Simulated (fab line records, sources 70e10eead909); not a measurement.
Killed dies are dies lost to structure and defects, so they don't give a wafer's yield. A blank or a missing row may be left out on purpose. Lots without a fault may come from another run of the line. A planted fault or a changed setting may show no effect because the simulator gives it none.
A struck lot beside a sound one | flow nand_harc | 14 steps out of a route of 1302
Sound: wafers L198.1, L198.2, L198.6. Struck: wafers L194.1, L194.5, L194.6. The cause comes at the end.
At each step with rows: each side's tool, then ch and its chambers, then its first start. Under that, the readings that differ: sound wafers | struck wafers | difference of the means | sigmas: that difference in standard deviations of wafers without a fault.
alike: readings whose means differ by less than 2 such deviations, and words and numbers that are the same on both sides. not compared: withheld readings, readings that some wafer has no value for, bounds like >300 that may hide the same value, and numbers for which the record gives no deviation and whose values overlap.
The two part at a step that has a row with sigmas, a row that says differs or no value, or rows on one side only. Numbers that don't overlap but have no deviation are shown without sigmas and don't part them. A reading that every wafer of one side lacks parts them only if that side has two wafers or more.

first, 1 step without rows for these wafers: NHARC_A_BONDPAD_SRD_21 (time 30 s, dry time 20 s).
NHARC_A_BONDPAD_INSPECT_23:
  sound on defect_inspect-02, day 29 15:21; struck on defect_inspect-02, day 28 05:52
  alike: raw_defect_count
NHARC_HYBRID_BOND_ACTIVATE_00: chemistry N2, time 60 s.
  sound on rie_diel-08 ch 1,3, day 29 15:25; struck on rie_diel-08 ch 0,3, day 28 05:55
  alike: drypump_motor_current_A, oes_product_au, rf_vpp_V, showerhead_plenum_p_Torr
  not compared: rf_hours_counter_h
then, 4 steps without rows for these wafers: NHARC_HYBRID_BOND_PRECLEAN_01 (cleans in DIW, time 300 s); NHARC_HYBRID_BOND_SRD_02 (time 30 s, dry time 20 s); NHARC_HYBRID_BOND_BOND_03; NHARC_HYBRID_BOND_ANNEAL_04 (time 7200 s).
NHARC_HYBRID_BOND_OVL_MEAS_05:
  sound on overlay-02, day 29 23:23; struck on overlay-02, day 28 15:17
  alike: overlay_x_nm, overlay_y_nm
NHARC_HYBRID_BOND_INSPECT_06: inspects for defects (ir void).
  sound on defect_inspect-02, day 29 23:26; struck on defect_inspect-01, day 28 15:20
  alike: raw_defect_count
NHARC_THIN_TSV_GRIND_00:
  sound on grinder-01 ch 0, day 30 00:46; struck on grinder-01 ch 0, day 28 15:29
  alike: motor_current_A
NHARC_THIN_TSV_CMP_01: polishes.
  sound on cmp-04 ch 0,1,2, day 30 01:59; struck on cmp-01 ch 0,2,3, day 28 16:47
  no value came back on the struck wafers for edge_zone_pressure_frac, motor_current_A (A), slurry_filter_dp_kPa (kPa); on the sound wafers edge_zone_pressure_frac reads 0.996 1.006 0.994
NHARC_THIN_TSV_THK_MEAS_02: measures by ir.
  sound on film_metro-02, day 30 02:15; struck on film_metro-02, day 28 16:58
  reading     | sound          | struck         | difference | sigmas
  thk_nm (nm) | 3102 2987 3275 | 5856 6048 6008 | +2849      | +12
then, 1 step without rows for these wafers: NHARC_THIN_TSV_SRD_03.
NHARC_END_SORT_01:
  the record has rows for the struck wafers here (prober-01 ch 0, day 29 10:19) and none for the sound ones

WHERE THEY PART
First at NHARC_THIN_TSV_CMP_01; last, within this record, at NHARC_END_SORT_01.

WHY: what the simulator had put in
Skipped step whole: cmp-01, from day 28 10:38 on, at NHARC_THIN_TSV_CMP_01. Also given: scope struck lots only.
